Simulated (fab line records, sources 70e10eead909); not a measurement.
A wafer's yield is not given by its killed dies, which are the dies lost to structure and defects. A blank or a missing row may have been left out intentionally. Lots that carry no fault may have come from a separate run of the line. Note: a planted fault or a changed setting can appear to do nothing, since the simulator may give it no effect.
A single fault, viewed from 2 desks -- flow nand-harc -- only its own numbers are on each desk; what lay behind them is given at the end

METROLOGY DESK
What the gauges read for every lot (on any tool): the sampled wafers with a number, averaged. Any lot whose mean is over 4 standard deviations away from the usual mean is out of limits and marked OUT; that distance is given in the brackets.
Columns: A = overlay-x-nm at NHARC_P_CONTACT_OVL_MEAS_13, usual 0.1 nm; B = overlay-y-nm at NHARC_P_CONTACT_OVL_MEAS_13, usual 0.1 nm; C = cd-nm at NHARC_P_M0_CD_MEAS_09, usual 89.6 nm
lot,first seen here,A,B,C
L595,day 5 15:48,0.9,-0.2,88.3
L597,day 6 07:29,0.5,0.0,89.8
L599,day 6 13:58,-0.9,-1.5,88.3
L598,day 6 15:38,-0.5,1.2,88.8
L601,day 7 05:04,0.3,0.3,94.9 (+4.8) OUT
L604,day 8 06:34,0.5,0.0,94.5 (+4.4) OUT
L610,day 9 20:01,0.0,-0.1,90.9
L614,day 10 07:50,0.2,-0.6,91.0
L613,day 10 08:28,-0.0,-0.1,90.4
L615,day 10 20:52,-0.9,-0.6,90.5
L616,day 11 02:14,1.0,1.7,88.9
This desk's finding: out of limits on L601, L604; first on L601, day 7 14:34 (cd-nm at NHARC_P_M0_CD_MEAS_09). Within limits: L595, L597, L599, L598, L610, L614, L613, L615, L616.

FOR THE TOOL OWNER'S DESK: litho-track-01
The tool's own readings at NHARC_P_M0_PEB_07 (peb time 65 s): means of the sampled wafers that have a number, for each lot that ran on this tool. Any lot whose mean is over 4 standard deviations away from the usual mean is out of limits and marked OUT; that distance is given in the brackets.
Columns: A = heater-power-total-W at NHARC_P_M0_PEB_07, usual 156.5 W; B = plate-temp-C at NHARC_P_M0_PEB_07, usual 100.01 C
lot,first seen here,A,B
L595,day 5 19:49,156.5,100.07
L599,day 6 18:29,156.3,99.89
L598,day 7 01:16,156.7,99.98
L601,day 7 14:29,160.3 (+8.9) OUT,101.74 (+16) OUT
L604,day 8 13:19,160.3 (+8.8) OUT,101.80 (+16) OUT
L616,day 11 06:22,156.8,99.98
This desk's finding: out of limits on L601, L604; first on L601, day 7 14:29 (heater-power-total-W at NHARC_P_M0_PEB_07). Within limits: L595, L599, L598, L616.

PUT TOGETHER
At day 7 14:29, on L601, L604, the tool owner's desk was in a position to raise an alarm.
At day 7 14:34 the metrology desk could have sounded an alarm, on L601, L604.
Every lot named ran NHARC_P_M0_PEB_07 on litho-track-01.

WHAT THE SIMULATOR HAD PUT IN
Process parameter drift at NHARC_P_M0_PEB_07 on litho-track-01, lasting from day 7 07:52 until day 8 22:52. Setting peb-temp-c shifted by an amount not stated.
Shown lots that were struck: L601, L604.
Hours from the fault's start to each desk's first reading out of limits: the tool owner's desk, 7; the metrology desk, 7.
